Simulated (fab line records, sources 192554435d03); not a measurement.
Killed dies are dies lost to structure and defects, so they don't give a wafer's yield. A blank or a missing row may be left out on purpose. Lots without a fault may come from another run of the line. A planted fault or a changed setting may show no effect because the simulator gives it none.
One fault seen from 2 desks | flow n5_finfet | each desk has only its own numbers; what lay behind them comes last

THE TOOL OWNER'S DESK: cmp-03
The tool's own readings at N5_SDB_CMP_30 (polishes, stops on poly-Si, t overpolish 1.54 s, target thk 30 nm): means of the sampled wafers that have a number, for each lot that ran on this tool. A lot is out of limits, marked OUT, if its mean lies more than 4 standard deviations from the usual mean; the brackets give that distance.
Columns: A = motor_current_A at N5_SDB_CMP_30, usual 12.8 A; B = overpolish_run_s at N5_SDB_CMP_30, usual 1.540 s; C = platen_rpm at N5_SDB_CMP_30, usual 51.80 rpm; D = time_to_endpoint_s at N5_SDB_CMP_30, usual 17.2 s
lot  | first seen here | A    | B     | C     | D
L319 | day 3 23:09     | 14.3 | 1.538 | 51.81 | 17.4
L329 | day 6 11:34     | 13.0 | 1.532 | 51.79 | 18.8
L331 | day 7 01:37     | 13.7 | 1.533 | 51.82 | 16.0
L335 | day 7 22:58     | 12.8 | 1.545 | 51.79 | 19.3
L341 | day 9 08:37     | 14.4 | 1.537 | 51.80 | 29.9 (+6.1) OUT
This desk's finding: out of limits on L341; first on L341, day 9 08:37 (time_to_endpoint_s at N5_SDB_CMP_30). In limits: L319, L329, L331, L335.

THE METROLOGY DESK
What the gauges read, lot by lot, whatever tool the lot ran on: means of the sampled wafers that have a number. A lot is out of limits, marked OUT, if its mean lies more than 4 standard deviations from the usual mean; the brackets give that distance. Of its 10 readings 7 are shown: those that lie furthest out on some lot.
Columns: A = DIBL_N at N5_BEOL_M4_RC_MEAS_101, usual 36.2 mV/V; B = DIBL_P at N5_BEOL_M4_RC_MEAS_101, usual 36.2 mV/V; C = IOFF_P at N5_BEOL_M4_RC_MEAS_101, usual 0.216 nA/um; D = ION_P at N5_BEOL_M4_RC_MEAS_101, usual 464 uA/um; E = SS_N at N5_BEOL_M4_RC_MEAS_101, usual 71.5 mV/dec; F = SS_P at N5_BEOL_M4_RC_MEAS_101, usual 73.3 mV/dec; G = VT_N at N5_BEOL_M4_RC_MEAS_101, usual 250.2 mV
lot  | first seen here | A    | B    | C     | D   | E    | F    | G
L319 | day 8 08:34     | 35.1 | 35.5 | 0.213 | 473 | 71.4 | 73.2 | 248.5
L321 | day 8 10:38     | 35.3 | 35.3 | 0.218 | 465 | 71.8 | 73.4 | 248.8
L328 | day 10 01:16    | 33.9 | 34.8 | 0.185 | 456 | 71.0 | 72.3 | 252.7
L329 | day 10 12:46    | 36.3 | 35.4 | 0.230 | 457 | 72.2 | 73.1 | 250.8
L331 | day 11 01:03    | 37.6 | 37.5 | 0.259 | 472 | 71.6 | 72.9 | 246.8
L332 | day 11 07:05    | 36.9 | 36.0 | 0.222 | 467 | 71.6 | 73.6 | 247.1
L335 | day 12 01:08    | 38.1 | 38.8 | 0.246 | 468 | 72.5 | 73.6 | 249.1
L336 | day 12 07:09    | 36.0 | 36.4 | 0.236 | 473 | 71.4 | 73.6 | 249.0
L341 | day 13 21:12    | 35.4 | 35.7 | 0.197 | 461 | 71.3 | 73.9 | 250.7
This desk's finding: nothing out of limits on any of the 9 lots.

PUT TOGETHER
The tool owner's desk could have raised an alarm at day 9 08:37, on L341.
The metrology desk saw nothing out of limits.
The metrology desk has L341 on record, within its limits.
Of the lots named, all ran N5_SDB_CMP_30 on cmp-03.

WHAT THE SIMULATOR HAD PUT IN
Process parameter drift: cmp-03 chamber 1, from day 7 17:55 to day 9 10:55, at N5_SDB_CMP_30. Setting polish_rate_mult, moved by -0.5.
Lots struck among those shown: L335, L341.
Hours from the fault's start to each desk's first reading out of limits: the tool owner's desk, 39.
